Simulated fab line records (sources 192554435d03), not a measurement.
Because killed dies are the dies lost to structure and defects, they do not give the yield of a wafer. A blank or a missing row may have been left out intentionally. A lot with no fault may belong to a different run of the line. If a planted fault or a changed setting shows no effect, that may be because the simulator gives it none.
Matching of chambers	flow n5Finfet	aldSin-04 running N5_FIN_SAQP_ALD_61: 4 sister chambers
The step deposits SiO2, target thk 4 nm, pulse time 1 s, purge time 2 s. 18 wafers are shown with their chamber, then 9 later ones without.

== EACH WAFER AND ITS CHAMBER ==
wafer	chamber	heaterPowerW (W)	chamberPressureTorr (Torr)	precursorPulseHeightRel
L074.3	0	522	1.995	1.020
L074.4	3	400	1.997	0.984
L074.6	3	410	1.999	1.004
L077.2	1	483	1.993	0.993
L077.5	0	530	1.997	1.019
L077.6	3	406	1.998	0.988
L081.2	1	477	2.000	1.020
L081.3	0	525	2.002	0.997
L081.5	1	470	2.006	0.980
L082.3	1	472	2.004	1.036
L082.4	0	531	1.998	0.984
L082.6	2	500	2.002	1.016
L085.1	2	504	1.997	1.004
L085.2	3	412	1.997	0.998
L085.6	2	527	1.997	0.989
L090.1	3	405	1.992	1.029
L090.3	0	534	2.000	1.032
L090.5	2	514	1.997	0.971

SIGNATURES (means of the wafers above)
reading	chamber 0	chamber 1	chamber 2	chamber 3	scatter within a chamber
heaterPowerW	528.40	475.50	511.25	406.60	7.15
chamberPressureTorr	1.99840	2.00075	1.99825	1.99660	0.00354
precursorPulseHeightRel	1.01040	1.00725	0.99500	1.00060	0.0204
Rule: for each reading, subtract the chamber's mean from the wafer's reading, divide by that reading's scatter and square the result; add these up over the readings and take the root, which gives the wafer's distance from the chamber. The wafer belongs to the nearest chamber; if the next one is less than 2 further off, it can't be placed. The scatter: the root of (the sum of the squares of (reading less its chamber's mean) over the shown wafers, divided by (wafers less chambers)).

== WAFERS MISSING THEIR CHAMBER ==
wafer	heaterPowerW (W)	chamberPressureTorr (Torr)	precursorPulseHeightRel
L094.2	537	1.998	1.016
L094.3	500	1.997	1.012
L094.5	509	1.998	0.983
L095.1	505	2.001	1.006
L095.2	491	2.002	1.026
L095.4	537	1.990	1.009
L096.4	502	2.001	1.009
L096.5	509	2.002	1.003
L096.6	482	1.998	0.972

== WHICH CHAMBER EACH WENT THROUGH ==
wafer	from the rows above	in truth
L094.2	0	0
L094.3	can't be placed: 2 or 1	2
L094.5	2	2
L095.1	2	2
L095.2	can't be placed: 1 or 2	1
L095.4	can't be placed: 0 or 2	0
L096.4	2	2
L096.5	can't be placed: 2 or 0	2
L096.6	1	1
Correct placement for 5 of the 9. These rows do not allow placing 4 (true chamber among the candidates in 4). Wrongly placed: 0.
